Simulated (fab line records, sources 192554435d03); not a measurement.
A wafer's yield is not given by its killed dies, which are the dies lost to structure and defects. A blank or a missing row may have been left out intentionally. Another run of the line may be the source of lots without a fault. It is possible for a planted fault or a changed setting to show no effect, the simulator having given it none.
Chamber matching ; flow n5-finfet ; N5_BEOL_M5_ETCH_75 on rie-diel-02 has 4 sister chambers
The step etches underlayer in N2/H2, target depth 6.5 nm, time 5.2 s. 8 wafers are shown with their chamber, then 8 later ones without.

WAFERS WITH THEIR CHAMBER
wafer;chamber;drypump-motor-current-A (A);showerhead-plenum-p-Torr (Torr)
L078.2;0;5.10;2.61
L081.3;2;5.85;2.57
L081.4;3;5.32;2.43
L081.5;3;5.33;2.43
L087.1;1;5.68;2.47
L087.5;0;5.14;2.61
L087.6;1;5.68;2.47
L090.3;2;5.88;2.56

WAFERS WITHOUT THEIR CHAMBER
wafer;drypump-motor-current-A (A);showerhead-plenum-p-Torr (Torr)
L090.5;5.12;2.60
L090.6;5.32;2.42
L092.2;5.10;2.60
L092.4;5.34;2.42
L092.6;5.11;2.60
L097.1;5.83;2.56
L097.2;5.66;2.46
L097.3;5.34;2.42

THE CHAMBER EACH PASSED THROUGH
wafer;from the rows above;in truth
L090.5;0;0
L090.6;3;3
L092.2;0;0
L092.4;3;3
L092.6;0;0
L097.1;2;2
L097.2;1;1
L097.3;3;3
Correct placement for 8 of the 8. Can't be placed from these rows: 0. 0 placed wrongly.
How it was worked out, from the rows above alone: a wafer's distance from a chamber is the root of the sum, over the readings, of the square of ((its reading less the chamber's mean) divided by the reading's scatter). If the next closest chamber is less than 2 further off than the closest, the wafer can't be placed; otherwise it belongs to the closest. A chamber's mean is the mean of its shown wafers. The scatter: take each reading less its chamber's mean, square it, sum over the shown wafers, divide by the number of wafers less the number of chambers, and take the root.
